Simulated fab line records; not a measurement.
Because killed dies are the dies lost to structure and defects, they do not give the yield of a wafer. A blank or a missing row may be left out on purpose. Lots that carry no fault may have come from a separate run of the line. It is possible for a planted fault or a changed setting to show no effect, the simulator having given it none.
Split-lot study ; flow n5 finfet ; 21 wafers read across 7 lots, on a route 1938 steps long

ABOUT THE SPLIT
At N5_BEOL_M3_COAT_05 (resist thk 30 nm), the setting spin rpm was moved away from the recipe's 1500 rpm on 10 of the 21 wafers read, by -10.5% to +10.8%. This setting was run at the recipe's value on the other wafers.

FROM THE SPLIT TO THE READING: what the file shows between them, 2 steps
- N5_BEOL_M3_EBR_07
- N5_BEOL_M3_SOFTBAKE_06: time 60 s

THE READING
CAR-EUV_of_BEOL_M3_COAT_05.thk nm (the simulator's own value, which no gauge read), in nm, at N5_BEOL_M3_DESCUM_16 (chemistry O2, time 7 s). The file gives no usual value for it. Average 26.0 nm, standard deviation 0.1 nm, over the 11 wafers here run with the recipe.

wafer;tool, chamber at the split;spin rpm as run, rpm;against the recipe;CAR-EUV_of_BEOL_M3_COAT_05.thk nm, nm;against lot-mates on the recipe
L074.1;litho track-05, 0;1662;+10.8%;24.4;-1.6
L074.3;litho track-05, 0;1662;+10.8%;24.6;-1.4
L074.6;litho track-05, 0;1500;recipe;26;-
L078.1;litho track-05, 0;1345;-10.3%;27.8;+1.8
L078.2;litho track-05, 0;1500;recipe;26;-
L078.5;litho track-05, 0;1500;recipe;26;-
L081.1;litho track-01, 0;1500;recipe;26;-
L081.2;litho track-01, 0;1500;recipe;26;-
L081.5;litho track-01, 0;1500;recipe;26;-
L090.1;litho track-04, 0;1343;-10.5%;27.8;+1.8
L090.3;litho track-04, 0;1343;-10.5%;27.8;+1.8
L090.2;litho track-04, 0;1500;recipe;26;-
L088.1;litho track-01, 0;1380;-8.0%;27.4;+1.2
L088.6;litho track-01, 0;1380;-8.0%;27.4;+1.2
L088.3;litho track-01, 0;1500;recipe;26.2;-
L097.1;litho track-04, 0;1500;recipe;25.8;-
L097.5;litho track-04, 0;1500;recipe;25.8;-
L097.6;litho track-04, 0;1349;-10.1%;27.4;+1.6
L096.1;litho track-01, 0;1656;+10.4%;24.6;-1.4
L096.2;litho track-01, 0;1656;+10.4%;24.6;-1.4
L096.4;litho track-01, 0;1500;recipe;26;-

FIT RESULTS
A straight line over all 21 wafers: CAR-EUV_of_BEOL_M3_COAT_05.thk nm changes by -0.153 nm for each +1% of spin rpm; r = -0.99; the points scatter about the line by 0.14 nm.
The same after taking each lot's own level away (the mean of its wafers on the recipe; 21 wafers): -0.151 nm for each +1%; r = -1.00; scatter 0.099 nm.
That fit puts the effect of the largest move of spin rpm on the reading at 1.6 nm.
Across the lots, their own levels run from 25.80 to 26.20 nm, a range of 3.9 times the standard deviation given above.
Consequently the slope shifts little with the lot-to-lot level, the two slopes agreeing.
Check: for one of the wafers moved furthest among these (+10.8%), held out of the fit, the line's prediction against its lot-mates is -1.57 nm. Against them it came out at -1.6 nm.

OTHER SPLITS APPLIED TO THESE WAFERS
These wafers also went through other splits before the reading. Each is held against what the fit with the lots' levels taken away leaves over:
other split on the same wafers;wafers away from the commonest value;r with CAR-EUV_of_BEOL_M3_COAT_05.thk nm (lot level and that fit taken away)
N5_BEOL_M1_PECVD_72 time s;6;+0.11
N5_BEOL_M1_EXPOSE_08 dose mj;4;+0.05
N5_BEOL_M2_DESCUM_16 time s;8;-0.07
N5_BEOL_M2_ETCH_64 source w;7;-0.15
N5_BEOL_M2_COAT_22 spin rpm;8;-0.48
N5_BEOL_M2_ALD_98 ald cycles;9;-0.09

THE WHOLE CHAIN: every reading that the file lists as answering this split, in the file's order
step;what it does;reading;change (the file's fit);r (the file's)
N5_BEOL_M3_COAT_05;resist thk 30 nm;CAR-EUV_of_BEOL_M3_COAT_05.thk nm (the simulator's own value, which no gauge read);-0.156 nm for each +1% of the setting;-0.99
N5_BEOL_M3_DESCUM_16;chemistry O2, time 7 s;CAR-EUV_of_BEOL_M3_COAT_05.thk nm (the simulator's own value, which no gauge read);-0.155 nm for each +1% of the setting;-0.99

THE FILE'S OWN FIT
CAR-EUV_of_BEOL_M3_COAT_05.thk nm changes by -0.155 nm for each +1% of spin rpm, r = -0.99.
